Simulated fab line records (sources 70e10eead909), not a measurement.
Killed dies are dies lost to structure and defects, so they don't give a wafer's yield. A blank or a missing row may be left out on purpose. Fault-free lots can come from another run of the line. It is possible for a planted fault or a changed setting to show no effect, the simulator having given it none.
Which tool was responsible? + flow nand-harc + 12 lots, 34 wafers sampled, at 4 steps of a route of 1302

WHAT THE GAUGES READ, wafer by wafer
No reading from a measuring or inspecting step in the record can be judged against a usual standard deviation.

TOOL THAT RAN EACH LOT (tool first, then ch and the chambers of the sampled wafers, then the start)
| lot  | NHARC_A_CHANNEL_HOLE_D2_ETCH_21  | NHARC_A_CHANNEL_HOLE_D2_ETCH_23  | NHARC_A_CHANNEL_HOLE_D2_XSEM_32 | NHARC_A_CHANNEL_FILL_D2_ALD_16   |
|------|----------------------------------|----------------------------------|---------------------------------|----------------------------------|
| L757 | har-etch-02 ch 0,1, day 12 17:18 | har-etch-02 ch 0,1, day 12 18:19 | xsem-01 ch 0, day 12 22:29      | ald-hk-03 ch 0,1,2, day 13 13:08 |
| L759 | har-etch-02 ch 0, day 13 17:15   | har-etch-02 ch 0, day 13 19:22   | xsem-02 ch 0, day 14 02:03      | ald-hk-03 ch 0,1,2, day 14 14:41 |
| L761 | har-etch-01 ch 0,1, day 14 19:19 | har-etch-01 ch 0,1, day 14 20:20 | xsem-01 ch 0, day 15 00:30      | ald-hk-03 ch 0,1,3, day 15 13:02 |
| L762 | har-etch-01 ch 0,1, day 15 04:23 | har-etch-01 ch 0,1, day 15 05:26 | xsem-02 ch 0, day 15 09:30      | ald-hk-03 ch 0,2, day 15 22:01   |
| L767 | har-etch-02 ch 0,1, day 17 13:07 | har-etch-02 ch 0,1, day 17 14:14 | xsem-01 ch 0, day 17 18:38      | ald-hk-02 ch 1,2,3, day 18 07:18 |
| L768 | har-etch-01 ch 0,1, day 17 13:34 | har-etch-01 ch 0,1, day 17 14:35 | xsem-02 ch 0, day 17 18:45      | ald-hk-02 ch 0,3, day 18 07:07   |
| L771 | har-etch-02 ch 0,1, day 19 09:40 | har-etch-02 ch 0,1, day 19 10:42 | xsem-01 ch 0, day 19 14:45      | ald-hk-01 ch 0,2,3, day 20 03:20 |
| L770 | har-etch-01 ch 0,1, day 19 11:59 | har-etch-01 ch 0,1, day 19 13:10 | xsem-02 ch 0, day 19 16:56      | ald-hk-02 ch 0,1, day 20 03:25   |
| L776 | har-etch-02 ch 0,1, day 21 02:13 | har-etch-02 ch 0,1, day 21 03:14 | xsem-02 ch 0, day 21 07:24      | ald-hk-01 ch 1,2,3, day 21 19:48 |
| L777 | har-etch-02 ch 0,1, day 21 18:25 | har-etch-02 ch 0,1, day 21 19:28 | xsem-01 ch 0, day 21 23:31      | ald-hk-02 ch 0,1,3, day 22 12:02 |
| L779 | har-etch-01 ch 0,1, day 22 08:08 | har-etch-01 ch 0,1, day 22 09:11 | xsem-01 ch 0, day 22 13:16      | ald-hk-03 ch 0,1,2, day 23 04:05 |
| L780 | har-etch-01 ch 0,1, day 22 21:23 | har-etch-01 ch 0,1, day 22 22:31 | xsem-01 ch 0, day 23 02:22      | ald-hk-02 ch 0,1,2, day 23 16:14 |
- NHARC_A_CHANNEL_HOLE_D2_ETCH_21: etches the open film in C4F8/O2/Ar, time 514.3 s, target depth 1600 nm.
- NHARC_A_CHANNEL_HOLE_D2_ETCH_23: etches the open film in C4F8/O2/Ar, time 819 s, target depth 1600 nm.
- NHARC_A_CHANNEL_HOLE_D2_XSEM_32
- NHARC_A_CHANNEL_FILL_D2_ALD_16: deposits SiO2, target thk 1.5 nm, pulse time 10 s, ald cycles 15.

WHAT THE TOOLS THEMSELVES READ (means of the sampled wafers that have a number; where no wafer has one, the mark that the record gives instead)
NHARC_A_CHANNEL_HOLE_D2_ETCH_21.
| lot  | tool        | chamber-pressure-mTorr (mTorr) | drypump-motor-current-A (A) | showerhead-plenum-p-Torr (Torr) | throttle-valve-pct (%) |
|------|-------------|--------------------------------|-----------------------------|---------------------------------|------------------------|
| L757 | har-etch-02 | 20.011                         | 5.88                        | 3.49                            | 32.149                 |
| L759 | har-etch-02 | 20.001                         | 5.63                        | 3.65                            | 32.152                 |
| L761 | har-etch-01 | 20.009                         | 5.93                        | 3.69                            | 32.150                 |
| L762 | har-etch-01 | 20.004                         | 5.95                        | 3.69                            | 32.142                 |
| L767 | har-etch-02 | 19.986                         | 5.76                        | 3.72                            | 32.148                 |
| L768 | har-etch-01 | 19.997                         | 5.85                        | 3.67                            | 32.156                 |
| L771 | har-etch-02 | 20.003                         | 5.77                        | 3.71                            | 32.148                 |
| L770 | har-etch-01 | 20.017                         | 5.88                        | 3.65                            | 32.156                 |
| L776 | har-etch-02 | 19.984                         | 5.91                        | 3.79                            | 32.159                 |
| L777 | har-etch-02 | 19.983                         | 5.77                        | 3.69                            | 32.161                 |
| L779 | har-etch-01 | 20.011                         | 5.92                        | 3.63                            | 32.150                 |
| L780 | har-etch-01 | 19.986                         | 5.81                        | 3.62                            | 32.158                 |

NHARC_A_CHANNEL_HOLE_D2_ETCH_23.
| lot  | tool        | chamber-pressure-mTorr (mTorr) | drypump-motor-current-A (A) | showerhead-plenum-p-Torr (Torr) | throttle-valve-pct (%) |
|------|-------------|--------------------------------|-----------------------------|---------------------------------|------------------------|
| L757 | har-etch-02 | 20.013                         | 5.89                        | 3.49                            | 32.149                 |
| L759 | har-etch-02 | 20.002                         | 5.65                        | 3.65                            | 32.147                 |
| L761 | har-etch-01 | 20.009                         | 5.95                        | 3.69                            | 32.145                 |
| L762 | har-etch-01 | 19.980                         | 5.95                        | 3.69                            | 32.156                 |
| L767 | har-etch-02 | 20.004                         | 5.79                        | 3.72                            | 32.152                 |
| L768 | har-etch-01 | 20.006                         | 5.89                        | 3.66                            | 32.164                 |
| L771 | har-etch-02 | 20.006                         | 5.77                        | 3.70                            | 32.155                 |
| L770 | har-etch-01 | 20.004                         | 5.90                        | 3.65                            | 32.151                 |
| L776 | har-etch-02 | 20.001                         | 5.90                        | 3.79                            | 32.152                 |
| L777 | har-etch-02 | 19.988                         | 5.76                        | 3.69                            | 32.158                 |
| L779 | har-etch-01 | 19.988                         | 5.93                        | 3.63                            | 32.147                 |
| L780 | har-etch-01 | 19.997                         | 5.80                        | 3.62                            | 32.164                 |

NHARC_A_CHANNEL_HOLE_D2_XSEM_32.
| lot  | tool    | bot-cd-nm (nm) | bow-nm (nm) | tilt-deg (degrees) |
|------|---------|----------------|-------------|--------------------|
| L757 | xsem-01 | 75.5           | 8.32        | 0.14               |
| L759 | xsem-02 | 74.9           | 8.57        | -0.02              |
| L761 | xsem-01 | 75.8           | 8.96        | 0.16               |
| L762 | xsem-02 | 73.2           | 8.72        | 0.09               |
| L767 | xsem-01 | 74.5           | 8.78        | 0.10               |
| L768 | xsem-02 | 74.0           | 8.41        | 0.11               |
| L771 | xsem-01 | 74.2           | 8.85        | 0.06               |
| L770 | xsem-02 | 76.0           | 8.84        | 0.08               |
| L776 | xsem-02 | 74.6           | 8.47        | 0.10               |
| L777 | xsem-01 | 76.3           | 8.30        | 0.09               |
| L779 | xsem-01 | 76.4           | 8.34        | 0.01               |
| L780 | xsem-01 | 74.7           | 8.29        | 0.05               |

NHARC_A_CHANNEL_FILL_D2_ALD_16.
| lot  | tool      | heater-power-w (W) | precursor-pulse-height-rel |
|------|-----------|--------------------|----------------------------|
| L757 | ald-hk-03 | 486                | 1.003                      |
| L759 | ald-hk-03 | 477                | 0.973                      |
| L761 | ald-hk-03 | 470                | 1.005                      |
| L762 | ald-hk-03 | 454                | 0.993                      |
| L767 | ald-hk-02 | 444                | 1.019                      |
| L768 | ald-hk-02 | 505                | 1.008                      |
| L771 | ald-hk-01 | 477                | 0.999                      |
| L770 | ald-hk-02 | 547                | 1.000                      |
| L776 | ald-hk-01 | 495                | 0.982                      |
| L777 | ald-hk-02 | 513                | 0.992                      |
| L779 | ald-hk-03 | 489                | 0.988                      |
| L780 | ald-hk-02 | 483                | 0.989                      |

THE ANSWER, worked out from the rows above alone
Rule: what is usual is taken from the lots themselves. Put in order of their means at a reading, lots are off if they are a third of the lots or fewer, leave a main group of 4 or more, and stand apart from it by a gap of 3 or more times the standard deviation of the main group's means; of several such gaps the widest counts. A main group is skipped when, at the precision printed for the reading in the tables above, its means are all equal. A lot without any number at a reading at which 4 lots or more have one is off too. All remaining lots with rows at the step are treated as sound. Order of review: gauges by route order, followed by the tools' own readings, for which a lot's mean as printed above is used. The first step at which some lot is off is used, and at that step the reading that is off furthest; a lot without a number counts as furthest.
No lot is off at any reading shown: from this, nothing can be told.

WHAT HAD BEEN PUT IN BY THE SIMULATOR
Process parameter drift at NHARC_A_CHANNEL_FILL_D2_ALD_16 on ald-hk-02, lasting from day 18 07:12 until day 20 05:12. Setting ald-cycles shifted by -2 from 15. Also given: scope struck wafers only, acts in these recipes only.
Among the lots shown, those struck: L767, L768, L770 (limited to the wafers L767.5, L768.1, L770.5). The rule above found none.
